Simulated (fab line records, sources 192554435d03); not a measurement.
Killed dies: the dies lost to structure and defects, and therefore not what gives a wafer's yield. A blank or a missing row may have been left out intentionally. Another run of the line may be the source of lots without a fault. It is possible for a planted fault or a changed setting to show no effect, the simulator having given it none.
fab line records + flow n5-finfet
record
- lots=4
- wafers=12
- last-day=17
route steps=1938 shown BEOL_M4@1099 BEOL_M5@1112 PAD_METAL@1896 PASSIVATION@1910
lots untouched by any fault: they come from a run of this same line in which no faults occurred
start-h: hours from the record's first day to the start of the lot's first wafer shown + wait-h: hours from the lot's prior step to this one + " identical to the entry in the row above + L1.1+2: several wafers, shown together as one row + - no value present, or no start provided + * or withheld: withheld + < > ~ a bound
route shown NAME@n: names a module that has steps shown in the file, with the first one's number in the route + usual: mean and standard deviation over wafers with no fault + same: alike in all rows + chamber/n: place in a boat + sites: readings site by site + _std_site: the values' standard deviation + _edge_site: outer sites' mean less inner sites' + radius-mm: how far each site lies from the wafer's centre + mask NAME#n: copy n + behind: the most recent tool/chamber to have shaped the wafer + hold: the reason the lot was held/the length of the hold in hours/how it ended + device: whichever transistor did not switch (one of n, p or np) + end of line: tests run on the same wafers once the route is complete + where a step has no rows: the recipe by itself + killed: at the first sort, the dies lost to defects and structure; wafer yield is something else + map: shows each die of a wafer: x if killed, . if not, _ if none is there
set.NAME: setting as actually run; set.NAME@STEP: the setting as run at that earlier step + model.NAME: the simulator's own value behind a step, which no gauge read
a table for each step, a row for each wafer; lots at some steps of the route
services: the hour from which a tool's chamber was out of use, counted from the record's first day as start-h (under 0 if before that day), plus the number of hours and why
## steps
# step N5_BEOL_M4_ANNEAL_95
# recipe
- temp-c=400
- time-s=240
- ambient=vacuum
# step N5_BEOL_M4_SPUTTER_96
# recipe
- material=Cu
- target-thk-a=45
- temp-c=-20
- chamber-pressure-pa=0.07
- power-w=withheld
- time-s=8.29
# step N5_BEOL_M4_ECD_50
# recipe
- material=Cu
- target-thk-a=3000
# step N5_BEOL_M4_ANNEAL_51
# recipe
- temp-c=225
- time-s=90
- ambient=N2
# step N5_BEOL_M4_CMP_52
# recipe
- stop-on=SiOC
- t-overpolish-s=6.8
- down-force-psi=1
- platen-rpm=50
- clearing-platen-down-force-psi=1.5
- clearing-platen-rpm=50
- post-cmp-clean=cu-alkaline
- target-thk-nm=40
- clearing-platen-pad-velocity-m-s=0.99484
- pad-velocity-m-s=0.99484
# step N5_BEOL_M4_PRE_CLEAN_60
# recipe
- gas=NH3/H2
- time-s=15
- temp-c=*
- rf-power-w=300
# step N5_BEOL_M4_CO_CAP_55
# recipe
- material=Co
- target-thk-a=20
- temp-c=200
- precursor=CCTBA/H2
- pressure-torr=30
- time-s=102.1
# step N5_BEOL_M4_PRE_CLEAN_56
# recipe
- gas=NH3
- time-s=15
- temp-c=withheld
- rf-power-w=300
# step N5_BEOL_M4_DEP_57
# recipe
- material=SiCN
- target-thk-a=80
- temp-c=withheld
- precursor=3MS/NH3
- pressure-torr=3
- rf-w=202
- time-s=14
# step N5_BEOL_M4_RC_MEAS_101
# usual
- DIBL_N=35.3/1.5
- DIBL_P=35.3/1.9
- IOFF_N=0.145/0.027
- IOFF_P=0.20/0.033
- ION_N=670/12
- ION_P=462/6.8
- SS_N=71.3/0.6
- SS_P=73.1/0.7
- VT_N=251/3.4
- VT_P=-251/3.2
| lot.wafer | tool      | chamber | start-h | wait-h | DIBL_N[mV/V] | DIBL_P[mV/V] | IOFF_N[nA/um] | IOFF_P[nA/um] | ION_N[uA/um] | ION_P[uA/um] | SS_N[mV/dec] | SS_P[mV/dec] | VT_N[mV] | VT_P[mV] |
|-----------|-----------|---------|---------|--------|--------------|--------------|---------------|---------------|--------------|--------------|--------------|--------------|----------|----------|
| L676.1    | prober-02 | 0       | 231.85  | 0.0    | 37.9         | 39.4         | 0.212         | 0.32          | 700          | 490          | 72.3         | 74.0         | 246      | -241     |
| L676.5    | "         | 0       | "       | "      | 37.0         | 38.4         | 0.186         | 0.29          | 676          | 479          | 72.3         | 73.7         | 248      | -243     |
| L676.6    | "         | 0       | "       | "      | 37.1         | 38.6         | 0.184         | 0.29          | 677          | 472          | 72.3         | 74.4         | 249      | -243     |
| L681.2    | prober-01 | 0       | 251.12  | 0.2    | 36.1         | 37.0         | 0.162         | 0.22          | 672          | 467          | 71.6         | 73.0         | 250      | -247     |
| L681.5    | "         | 0       | "       | "      | 37.5         | 38.3         | 0.186         | 0.24          | 677          | 467          | 71.4         | 74.6         | 247      | -248     |
| L681.6    | "         | 0       | "       | "      | 36.3         | 36.7         | 0.143         | 0.21          | 654          | 454          | 71.4         | 73.1         | 252      | -249     |
| L682.3    | prober-02 | 0       | 253.89  | 0.3    | 36.6         | 37.9         | 0.172         | 0.23          | 681          | 468          | 71.2         | 73.4         | 246      | -249     |
| L682.5    | "         | 0       | "       | "      | 35.7         | 36.8         | 0.152         | 0.22          | 677          | 465          | 71.5         | 74.2         | 250      | -251     |
| L682.6    | "         | 0       | "       | "      | 37.6         | 39.0         | 0.208         | 0.26          | 694          | 466          | 71.4         | 73.8         | 244      | -245     |
| L691.1    | prober-01 | 0       | 304.10  | 0.0    | 37.3         | 36.5         | 0.174         | 0.20          | 675          | 459          | 71.5         | 73.8         | 250      | -251     |
| L691.5    | "         | 0       | "       | "      | 36.3         | 35.7         | 0.157         | 0.19          | 663          | 455          | 71.8         | 73.6         | 253      | -254     |
| L691.6    | "         | 0       | "       | "      | 37.2         | 37.5         | 0.177         | 0.22          | 680          | 466          | 71.8         | 73.8         | 246      | -251     |
# step N5_BEOL_M5_ILD_DEP_00
# recipe
- material=SiCOH_lowk
- target-thk-a=1406.4
- temp-c=300
- precursor=DEMS/porogen
- pressure-torr=5
- rf-w=500
- time-s=25.9
# step N5_BEOL_M5_CURE_79
# recipe
- temp-c=385
- time-s=240
- ambient=He/Ar
- material=SiCOH_lowk
# step N5_BEOL_M5_PECVD_70
# recipe
- material=SiO2
- target-thk-a=160
- temp-c=400
- precursor=TEOS/O2
- pressure-torr=5.5
- rf-w=450
- teos-flow-sccm=53.8
- gas=O2
- flow-sccm=3000
- time-s=18
# step N5_BEOL_M5_HM_DEP_02
# recipe
- material=TiN
- target-thk-a=200
- temp-c=25
- chamber-pressure-pa=0.49996
# step N5_BEOL_M5_COAT_59
# recipe
- resist=SOC
- temp-c=250
- time-s=60
- spin-rpm=1500
- resist-thk-nm=60
# step N5_BEOL_M5_COAT_60
# recipe
- resist=SiARC
- temp-c=220
- time-s=60
- spin-rpm=1500
- resist-thk-nm=12
# step N5_BEOL_M5_COAT_71
# recipe
- resist=underlayer
- temp-c=205
- time-s=60
- spin-rpm=1500
- resist-thk-nm=5
# step N5_BEOL_M5_COAT_05
# recipe
- resist=CAR-EUV
- spin-rpm=1500
- resist-thk-nm=30
# step N5_BEOL_M5_EBR_07
# recipe
- solvent=PGMEA
- ebr-width-mm=1.5
# step N5_BEOL_M5_SOFTBAKE_06
# recipe
- temp-c=110
- time-s=60
- resist=CAR-EUV
# step N5_BEOL_M5_EXPOSE_08
# recipe
- mask-id=M5
- na=0.33
- source-shape=annular
- sigma-inner=0.4
- sigma-outer=0.8
- polarization=unpolarized
- target-cd-nm=28
- dose-mj=35.75
# step N5_BEOL_M5_PEB_09
# recipe
- peb-temp-c=100
- peb-time-s=60
- resist=CAR-EUV
# step N5_BEOL_M5_DEVELOP_10
# recipe
- develop-time-s=30
- developer=TMAH
- resist=CAR-EUV
- rinse-liquid=surfactant-rinse
- dry=air-spin
- dev-temp-c=23
# step N5_BEOL_M5_DESCUM_16
# recipe
- chemistry=O2
- time-s=7
- source-power-w=50
- bias-power-w=20
- pressure-mtorr=20
- rf-frequency-hz=2.712e+07
- temp-c=40
- resist=CAR-EUV
- o2-flow-sccm=225
# step N5_BEOL_M5_ETCH_72
# recipe
- chemistry=N2/H2
- target=underlayer
- target-depth-a=65
- mask-material=CAR-EUV
- time-s=5.2
- ion-energy-ev=200
- pressure-mtorr=30
- source-w=840
- bias-w=150
- n2-flow-sccm=200
- h2-flow-sccm=200
- ends=cleared
# step N5_BEOL_M5_ETCH_61
# recipe
- chemistry=CF4
- target=SiARC
- target-depth-a=156
- mask-material=CAR-EUV
- time-s=26
- ion-energy-ev=80
- pressure-mtorr=40
- source-w=545
- bias-w=36
- Ar_flow_sccm=100
- cf4-flow-sccm=100
- ends=cleared
# step N5_BEOL_M5_ETCH_62
# recipe
- chemistry=N2/H2
- target=SOC
- target-depth-a=750
- overetch-a=150
- mask-material=SiARC
- temp-c=40
- time-s=112.5
- ion-energy-ev=200
- pressure-mtorr=30
- source-w=840
- bias-w=150
- n2-flow-sccm=200
- h2-flow-sccm=200
# step N5_BEOL_M5_STRIP_63
# recipe
- chemistry=N2/H2
- temp-c=40
- n2-flow-sccm=200
- h2-flow-sccm=200
- rf-frequency-hz=6e+07
# step N5_BEOL_M5_STRIP_73
# recipe
- chemistry=N2/H2
- temp-c=40
- n2-flow-sccm=200
- h2-flow-sccm=200
- rf-frequency-hz=6e+07
# step N5_BEOL_M5_STRIP_64
# recipe
- chemistry=CF4
- resist=SiARC
- power-w=300
- bias-power-w=75
- pressure-mtorr=50
- cf4-flow-sccm=150
- rf-frequency-hz=6e+07
# step N5_BEOL_M5_HM_OPEN_17
# recipe
- chemistry=Cl2/BCl3
- target-depth-a=200
- overetch-a=60
- target=TiN
- mask-material=SOC
- ion-energy-ev=150
- pressure-mtorr=10
- icp-w=1000
- bias-w=126
- Cl2_flow_sccm=53.25
- bcl3-flow-sccm=21.75
- Ar_flow_sccm=25
# step N5_BEOL_M5_STRIP_19
# recipe
- chemistry=O2
- power-w=400
- temp-c=40
- pressure-mtorr=30
- rf-frequency-hz=6e+07
- bias-power-w=0
- overash-fraction=0.2
- o2-flow-sccm=225
# step N5_BEOL_M5_COAT_65
# recipe
- resist=SOC
- temp-c=250
- time-s=60
- spin-rpm=1500
- resist-thk-nm=60
# step N5_BEOL_M5_COAT_66
# recipe
- resist=SiARC
- temp-c=220
- time-s=60
- spin-rpm=1500
- resist-thk-nm=12
# step N5_PASSIVATION_AL_DEP_21
# recipe
- material=Al
- target-thk-a=28000
- temp-c=400
- time-s=170
- power-w=30000
- chamber-pressure-pa=0.4
- gas=Ar
# usual
- susceptor-temp-C=400.02/0.2
- throttle-valve-pct=29.9/0.86
| lot.wafer | tool           | chamber | start-h | wait-h | susceptor-temp-C | throttle-valve-pct | model.Al_of_PASSIVATION_AL_DEP_21.thk-nm |
|-----------|----------------|---------|---------|--------|------------------|--------------------|------------------------------------------|
| L676.1    | pvd-sputter-03 | -       | 336.15  | 0.1    | 400.14           | 30.7               | 2787                                     |
| L676.5    | "              | -       | "       | "      | 399.78           | 29.3               | 2818                                     |
| L676.6    | "              | -       | "       | "      | 400.09           | 29.5               | 2881                                     |
| L681.2    | pvd-sputter-03 | -       | 350.92  | 0.1    | 400.22           | 29.4               | 2820                                     |
| L681.5    | "              | -       | "       | "      | 400.09           | 29.5               | 2814                                     |
| L681.6    | "              | -       | "       | "      | 399.85           | 29.9               | 4655                                     |
| L682.3    | pvd-sputter-03 | -       | 351.26  | 0.1    | 399.70           | 29.9               | 2790                                     |
| L682.5    | "              | -       | "       | "      | 400.08           | 29.9               | 2779                                     |
| L682.6    | "              | -       | "       | "      | 400.12           | 29.7               | 4627                                     |
| L691.1    | pvd-sputter-02 | -       | 409.70  | 0.1    | 400.06           | 29.9               | 2783                                     |
| L691.5    | "              | -       | "       | "      | 400.25           | 28.6               | 2779                                     |
| L691.6    | "              | -       | "       | "      | 399.80           | 30.2               | 2797                                     |
# step N5_PASSIVATION_ETCH_59
# recipe
- chemistry=Cl2/BCl3
- target=TaN
- target-depth-a=650
- time-s=34.9
- ion-energy-ev=100
- pressure-mtorr=10
- icp-w=900
- bias-w=100
- Cl2_flow_sccm=60
- bcl3-flow-sccm=30
# usual
- bias-w=100.02/0.28
- drypump-motor-current-A=6.0/0.54
- mfc-cl2-sccm=60.01/0.19
- oes-product-au=0.77/0.094
- throttle-valve-pct=21.06/0.21
| lot.wafer | tool         | chamber | start-h | wait-h | bias-w | drypump-motor-current-A | mfc-cl2-sccm | oes-product-au | rf-hours-counter-h | throttle-valve-pct |
|-----------|--------------|---------|---------|--------|--------|-------------------------|--------------|----------------|--------------------|--------------------|
| L676.1    | rie-metal-01 | 1       | 337.99  | 0.3    | 99.69  | 6.3                     | 59.68        | 0.90           | 5                  | 21.44              |
| L676.5    | "            | 0       | "       | "      | 99.78  | 5.4                     | 59.90        | 0.84           | -                  | 20.66              |
| L676.6    | "            | 1       | "       | "      | 100.21 | 6.3                     | 59.66        | 0.91           | -                  | 21.44              |
| L681.2    | rie-metal-03 | 1       | 352.09  | 0.3    | 99.67  | 6.1                     | 59.98        | 0.75           | 64                 | 21.11              |
| L681.5    | "            | 0       | "       | "      | 100.30 | 6.2                     | 59.98        | 0.65           | -                  | 20.97              |
| L681.6    | "            | 1       | "       | "      | 99.93  | 6.1                     | 59.85        | 0.20           | -                  | 22.43              |
| L682.3    | rie-metal-02 | 1       | 352.90  | 0.5    | 100.09 | 6.6                     | 60.11        | 0.78           | -                  | 21.03              |
| L682.5    | "            | 1       | "       | "      | 100.09 | 6.6                     | 60.05        | 0.78           | -                  | 21.04              |
| L682.6    | "            | 1       | "       | "      | 100.44 | 6.7                     | 59.86        | 0.22           | -                  | 22.30              |
| L691.1    | rie-metal-01 | 1       | 410.74  | 0.3    | 99.79  | 6.3                     | 59.87        | 0.87           | 12                 | 21.47              |
| L691.5    | "            | 0       | "       | "      | 99.87  | 5.4                     | 59.79        | 0.81           | -                  | 20.70              |
| L691.6    | "            | 1       | "       | "      | 99.93  | 6.3                     | 60.11        | 0.86           | -                  | 21.47              |
# step N5_PASSIVATION_STRIP_52
# recipe
- chemistry=post-etch-residue-remover
- time-s=1200
- temp-c=72.5
| lot.wafer | tool         | chamber | start-h | wait-h | model.Al_of_PASSIVATION_AL_DEP_21.thk-nm |
|-----------|--------------|---------|---------|--------|------------------------------------------|
| L676.1    | wet-bench-04 | 1       | 339.95  | -      | 2772                                     |
| L676.5    | "            | 4       | "       | "      | 2803                                     |
| L676.6    | "            | 3       | "       | "      | 2866                                     |
| L681.2    | wet-bench-05 | 0       | 353.96  | -      | 2805                                     |
| L681.5    | "            | 2       | "       | "      | 2799                                     |
| L681.6    | "            | 3       | "       | "      | 4639                                     |
| L682.3    | wet-bench-04 | 4       | 355.67  | -      | 2775                                     |
| L682.5    | "            | 7       | "       | "      | 2764                                     |
| L682.6    | "            | 6       | "       | "      | 4612                                     |
| L691.1    | wet-bench-03 | 3       | 413.14  | -      | 2768                                     |
| L691.5    | "            | 0       | "       | "      | 2764                                     |
| L691.6    | "            | 2       | "       | "      | 2782                                     |
# step N5_PASSIVATION_PROBE_49
# usual
- defect-limited-yield=91.2/1.5
- killed_at_M0_to_M3=34/11
- killed_at_M4_up=14/5.4
- killed-at-contacts=12/5.9
- killed-at-front-end=40/12
- killed-at-other=4/3.3
- killed-dies=103/18
- killed-on-rim=14/4.1
- killed-open=68/13
- killed-short=34/7.5
- sort_bin_5_function=5.1/1
- sort_bin_6_memory=3.3/0.7
- sort-n-pass=1076/18
- sort-yield-pct=91.2/1.5
# same
- gross-dies=1180
- killed-at-back-side=0
- sort_bin_4_leakage[%]=0
- sort_bin_8_speed[%]=0
| lot.wafer | tool      | chamber | start-h | wait-h | defect-limited-yield[%] | killed_at_M0_to_M3 | killed_at_M4_up | killed-at-contacts | killed-at-front-end | killed-at-other | killed-dies | killed-on-rim | killed-open | killed-short | sort_bin_5_function[%] | sort_bin_6_memory[%] | sort-n-pass | sort-yield-pct[%] |
|-----------|-----------|---------|---------|--------|-------------------------|--------------------|-----------------|--------------------|---------------------|-----------------|-------------|---------------|-------------|--------------|------------------------|----------------------|-------------|-------------------|
| L676.1    | prober-02 | -       | 343.25  | 0.9    | 89.3                    | 43                 | 9               | 24                 | 47                  | 3               | 126         | 18            | 84          | 38           | 5.8                    | 4.7                  | 1054        | 89.3              |
| L676.5    | prober-02 | -       | 343.45  | 1.1    | 88.3                    | 52                 | 8               | 15                 | 60                  | 3               | 138         | 24            | 92          | 44           | 6.6                    | 4.7                  | 1042        | 88.3              |
| L676.6    | prober-02 | -       | 343.50  | 1.1    | 89.8                    | 51                 | 17              | 11                 | 40                  | 1               | 120         | 16            | 81          | 36           | 6.2                    | 3.7                  | 1060        | 89.8              |
| L681.6    | prober-01 | -       | 356.64  | 0.3    | 0                       | 48                 | 20              | 21                 | 27                  | 1064            | 1180        | 152           | 86          | 38           | 96.4                   | 3.4                  | 0           | 0                 |
| L682.3    | prober-01 | -       | 359.58  | 0.1    | 91.5                    | 37                 | 14              | 6                  | 31                  | 12              | 100         | 13            | 65          | 33           | 4.7                    | 3.3                  | 1080        | 91.5              |
| L682.5    | prober-01 | -       | 359.68  | 0.2    | 91.2                    | 38                 | 12              | 18                 | 35                  | 1               | 104         | 14            | 64          | 37           | 5.1                    | 3.6                  | 1076        | 91.2              |
| L682.6    | prober-01 | -       | 359.73  | 0.3    | 0                       | 43                 | 10              | 17                 | 42                  | 1068            | 1180        | 152           | 75          | 39           | 96.4                   | 3.3                  | 0           | 0                 |
| L691.1    | prober-01 | -       | 416.63  | 0.3    | 93.7                    | 22                 | 3               | 12                 | 34                  | 3               | 74          | 7             | 55          | 18           | 3.5                    | 2.5                  | 1106        | 93.7              |
| L691.5    | prober-01 | -       | 416.83  | 0.5    | 91.1                    | 31                 | 2               | 21                 | 47                  | 4               | 105         | 18            | 67          | 37           | 5.3                    | 3.4                  | 1075        | 91.1              |
| L691.6    | prober-01 | -       | 416.88  | 0.6    | 89.2                    | 40                 | 13              | 23                 | 49                  | 3               | 128         | 15            | 85          | 40           | 7.0                    | 3.4                  | 1052        | 89.2              |
# killed by level:class
L676.1 STI_FIN_REVEAL:geometric-particle:open=22 MOL_CONTACT_COAG:geometric-particle:open=20 BEOL_M0_SAQP:geometric-particle:short=13 BEOL_M1:geometric-particle:open=9 BEOL_M0_SAQP:geometric-particle:open=7 BEOL_M0:geometric-particle:open=7 MOL_CONTACT_COAG:geometric-particle:short=4 BEOL_M7:geometric-particle:open=4
L676.5 STI_FIN_REVEAL:geometric-particle:open=25 BEOL_M1:geometric-particle:open=15 BEOL_M0_SAQP:geometric-particle:open=13 MOL_CONTACT_COAG:geometric-particle:open=11 GATE_CUT:geometric-particle:short=9 BEOL_M3:geometric-particle:open=7 STI_FIN_REVEAL:geometric-particle:short=6 BEOL_M0_SAQP:geometric-particle:short=5
L676.6 STI_FIN_REVEAL:geometric-particle:open=18 BEOL_M0_SAQP:geometric-particle:short=13 BEOL_M3:geometric-particle:open=10 BEOL_M0_SAQP:geometric-particle:open=9 MOL_CONTACT_COAG:geometric-particle:open=8 BEOL_M1:geometric-particle:open=6 BEOL_M4:geometric-particle:open=6 GATE_CUT:geometric-particle:open=5
L681.6 PASSIVATION:area-etch=1056 MOL_CONTACT_COAG:geometric-particle:open=17 BEOL_M0_SAQP:geometric-particle:open=15 BEOL_M0_SAQP:geometric-particle:short=11 BEOL_M4:geometric-particle:open=10 FIN_SAQP:geometric-particle:short=7 FIN_SAQP:geometric-particle:open=7 BEOL_M3:geometric-particle:open=7
L682.3 BEOL_M3:geometric-particle:open=15 FIN_SAQP:geometric-particle:open=11 BEOL_M0_SAQP:geometric-particle:open=8 FIN_SAQP:geometric-particle:short=7 BEOL_M0_SAQP:geometric-particle:short=7 MOL_CONTACT_COAG:geometric-particle:open=6 BEOL_M4:geometric-particle:open=4 PASS1_CAP:geometric-particle:short=4
L682.5 BEOL_M2:geometric-particle:open=15 MOL_CONTACT_COAG:geometric-particle:open=11 FIN_SAQP:geometric-particle:short=10 FIN_SAQP:geometric-particle:open=8 MOL_CONTACT_COAG:geometric-particle:short=7 BEOL_M1:geometric-particle:open=5 DUMMY_GATE:geometric-particle:open=4 BEOL_M0_SAQP:geometric-particle:short=4
L682.6 PASSIVATION:area-etch=1065 FIN_SAQP:geometric-particle:open=12 MOL_CONTACT_COAG:geometric-particle:open=12 BEOL_M0_SAQP:geometric-particle:open=10 BEOL_M2:geometric-particle:open=10 FIN_SAQP:geometric-particle:short=9 BEOL_M4:geometric-particle:open=8 BEOL_M0_SAQP:geometric-particle:short=7
L691.1 MOL_CONTACT_COAG:geometric-particle:open=11 STI_FIN_REVEAL:geometric-particle:open=9 DUMMY_GATE:geometric-particle:open=6 FIN_SAQP:geometric-particle:open=5 BEOL_M2:geometric-particle:open=5 BEOL_M3:geometric-particle:open=4 BEOL_M0_SAQP:geometric-particle:short=3 FIN_SAQP:geometric-particle:short=2
L691.5 MOL_CONTACT_COAG:geometric-particle:open=20 STI_FIN_REVEAL:geometric-particle:open=14 BEOL_M0_SAQP:geometric-particle:short=13 FIN_SAQP:geometric-particle:short=8 BEOL_M0_SAQP:geometric-particle:open=8 BEOL_M2:geometric-particle:open=6 STI_FIN_REVEAL:geometric-particle:short=4 DUMMY_GATE:geometric-particle:short=4
L691.6 MOL_CONTACT_COAG:geometric-particle:open=20 DUMMY_GATE:geometric-particle:open=12 BEOL_M0_SAQP:geometric-particle:open=10 FIN_SAQP:geometric-particle:short=8 BEOL_M2:geometric-particle:open=8 FIN_SAQP:geometric-particle:open=5 STI_FIN_REVEAL:geometric-particle:open=5 BEOL_M0_SAQP:geometric-particle:short=5
# map L681.6 (x killed, . not)
_________________xxxxxxxxxxxx________________
______________xxxxxxxxxxxxxxxxxx_____________
___________xxxxxxxxxxxxxxxxxxxxxxxx__________
__________xxxxxxxxxxxxxxxxxxxxxxxxxx_________
________xxxxxxxxxxxxxxxxxxxxxxxxxxxxxx_______
_______xxxxxxxxxxxxxxxxxxxxxxxxxxxxxxxx______
______xxxxxxxxxxxxxxxxxxxxxxxxxxxxxxxxxx_____
_____xxxxxxxxxxxxxxxxxxxxxxxxxxxxxxxxxxxx____
____xxxxxxxxxxxxxxxxxxxxxxxxxxxxxxxxxxxxxx___
___xxxxxxxxxxxxxxxxxxxxxxxxxxxxxxxxxxxxxxxx__
___xxxxxxxxxxxxxxxxxxxxxxxxxxxxxxxxxxxxxxxx__
__xxxxxxxxxxxxxxxxxxxxxxxxxxxxxxxxxxxxxxxxxx_
__xxxxxxxxxxxxxxxxxxxxxxxxxxxxxxxxxxxxxxxxxx_
_xxxxxxxxxxxxxxxxxxxxxxxxxxxxxxxxxxxxxxxxxxxx
_xxxxxxxxxxxxxxxxxxxxxxxxxxxxxxxxxxxxxxxxxxxx
_xxxxxxxxxxxxxxxxxxxxxxxxxxxxxxxxxxxxxxxxxxxx
_xxxxxxxxxxxxxxxxxxxxxxxxxxxxxxxxxxxxxxxxxxxx
_xxxxxxxxxxxxxxxxxxxxxxxxxxxxxxxxxxxxxxxxxxxx
_xxxxxxxxxxxxxxxxxxxxxxxxxxxxxxxxxxxxxxxxxxxx
_xxxxxxxxxxxxxxxxxxxxxxxxxxxxxxxxxxxxxxxxxxxx
_xxxxxxxxxxxxxxxxxxxxxxxxxxxxxxxxxxxxxxxxxxxx
__xxxxxxxxxxxxxxxxxxxxxxxxxxxxxxxxxxxxxxxxxx_
__xxxxxxxxxxxxxxxxxxxxxxxxxxxxxxxxxxxxxxxxxx_
___xxxxxxxxxxxxxxxxxxxxxxxxxxxxxxxxxxxxxxxx__
___xxxxxxxxxxxxxxxxxxxxxxxxxxxxxxxxxxxxxxxx__
____xxxxxxxxxxxxxxxxxxxxxxxxxxxxxxxxxxxxxx___
_____xxxxxxxxxxxxxxxxxxxxxxxxxxxxxxxxxxxx____
______xxxxxxxxxxxxxxxxxxxxxxxxxxxxxxxxxx_____
_______xxxxxxxxxxxxxxxxxxxxxxxxxxxxxxxx______
________xxxxxxxxxxxxxxxxxxxxxxxxxxxxxx_______
__________xxxxxxxxxxxxxxxxxxxxxxxxxx_________
___________xxxxxxxxxxxxxxxxxxxxxxxx__________
______________xxxxxxxxxxxxxxxxxx_____________
_________________xxxxxxxxxxxx________________
# map L682.6 (x killed, . not)
_________________xxxxxxxxxxxx________________
______________xxxxxxxxxxxxxxxxxx_____________
___________xxxxxxxxxxxxxxxxxxxxxxxx__________
__________xxxxxxxxxxxxxxxxxxxxxxxxxx_________
________xxxxxxxxxxxxxxxxxxxxxxxxxxxxxx_______
_______xxxxxxxxxxxxxxxxxxxxxxxxxxxxxxxx______
______xxxxxxxxxxxxxxxxxxxxxxxxxxxxxxxxxx_____
_____xxxxxxxxxxxxxxxxxxxxxxxxxxxxxxxxxxxx____
____xxxxxxxxxxxxxxxxxxxxxxxxxxxxxxxxxxxxxx___
___xxxxxxxxxxxxxxxxxxxxxxxxxxxxxxxxxxxxxxxx__
___xxxxxxxxxxxxxxxxxxxxxxxxxxxxxxxxxxxxxxxx__
__xxxxxxxxxxxxxxxxxxxxxxxxxxxxxxxxxxxxxxxxxx_
__xxxxxxxxxxxxxxxxxxxxxxxxxxxxxxxxxxxxxxxxxx_
_xxxxxxxxxxxxxxxxxxxxxxxxxxxxxxxxxxxxxxxxxxxx
_xxxxxxxxxxxxxxxxxxxxxxxxxxxxxxxxxxxxxxxxxxxx
_xxxxxxxxxxxxxxxxxxxxxxxxxxxxxxxxxxxxxxxxxxxx
_xxxxxxxxxxxxxxxxxxxxxxxxxxxxxxxxxxxxxxxxxxxx
_xxxxxxxxxxxxxxxxxxxxxxxxxxxxxxxxxxxxxxxxxxxx
_xxxxxxxxxxxxxxxxxxxxxxxxxxxxxxxxxxxxxxxxxxxx
_xxxxxxxxxxxxxxxxxxxxxxxxxxxxxxxxxxxxxxxxxxxx
_xxxxxxxxxxxxxxxxxxxxxxxxxxxxxxxxxxxxxxxxxxxx
__xxxxxxxxxxxxxxxxxxxxxxxxxxxxxxxxxxxxxxxxxx_
__xxxxxxxxxxxxxxxxxxxxxxxxxxxxxxxxxxxxxxxxxx_
___xxxxxxxxxxxxxxxxxxxxxxxxxxxxxxxxxxxxxxxx__
___xxxxxxxxxxxxxxxxxxxxxxxxxxxxxxxxxxxxxxxx__
____xxxxxxxxxxxxxxxxxxxxxxxxxxxxxxxxxxxxxx___
_____xxxxxxxxxxxxxxxxxxxxxxxxxxxxxxxxxxxx____
______xxxxxxxxxxxxxxxxxxxxxxxxxxxxxxxxxx_____
_______xxxxxxxxxxxxxxxxxxxxxxxxxxxxxxxx______
________xxxxxxxxxxxxxxxxxxxxxxxxxxxxxx_______
__________xxxxxxxxxxxxxxxxxxxxxxxxxx_________
___________xxxxxxxxxxxxxxxxxxxxxxxx__________
______________xxxxxxxxxxxxxxxxxx_____________
_________________xxxxxxxxxxxx________________
## services
| tool           | chamber | start-h | hours | kind           |
|----------------|---------|---------|-------|----------------|
| rie-metal-02   | 0       | 351.64  | -     | clean          |
| rie-metal-02   | 0       | 351.64  | 13.3  | scheduled-down |
| rie-metal-02   | 0       | 351.64  | 13.3  | vent-cycle     |
| pvd-sputter-03 | -       | 407.82  | 2.5   | repair         |
| rie-metal-03   | 0       | 412.08  | -     | clean          |
## key
first-sign
- step=N5_PASSIVATION_ETCH_59
- reading=oes-product-au
- direction=down
- sigmas=5.9
- usual=0.77
- struck=0.21
effect
- step=N5_PASSIVATION_PROBE_49
- reading=killed-at-other
- direction=up
- sigmas=99+
- usual=4
- struck=1066
model-effect
- step=N5_PASSIVATION_AL_DEP_21
- value=Al_of_PASSIVATION_AL_DEP_21.thk-nm
- without=2850
- struck=4641
model-effect
- step=N5_PASSIVATION_STRIP_52
- value=Al_of_PASSIVATION_AL_DEP_21.thk-nm
- without=2835
- struck=4626
more-kills-born-at
- N5_PASSIVATION_ETCH_59@rie-metal-02=1065
- N5_PASSIVATION_ETCH_59@rie-metal-03=1056
met-at N5_PASSIVATION_AL_DEP_21
struck-wafers L681.6,L682.6
later-rows-left-out L681.6,L682.6
onset-between 336.15 350.92
fault
- kind=process-parameter-drift
- tool=pvd-sputter-03
- chamber=-
- onset-h=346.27
- steps=N5_PASSIVATION_AL_DEP_21
- channel=time-s
- offset=*
- shape=step
- end-h=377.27
- acts-in=*
- stated=*
- scope=struck-wafers-only
# later-rows-left-out: the simulator's readings of these wafers behind a module that went badly wrong aren't trusted and aren't shown, but for the sort
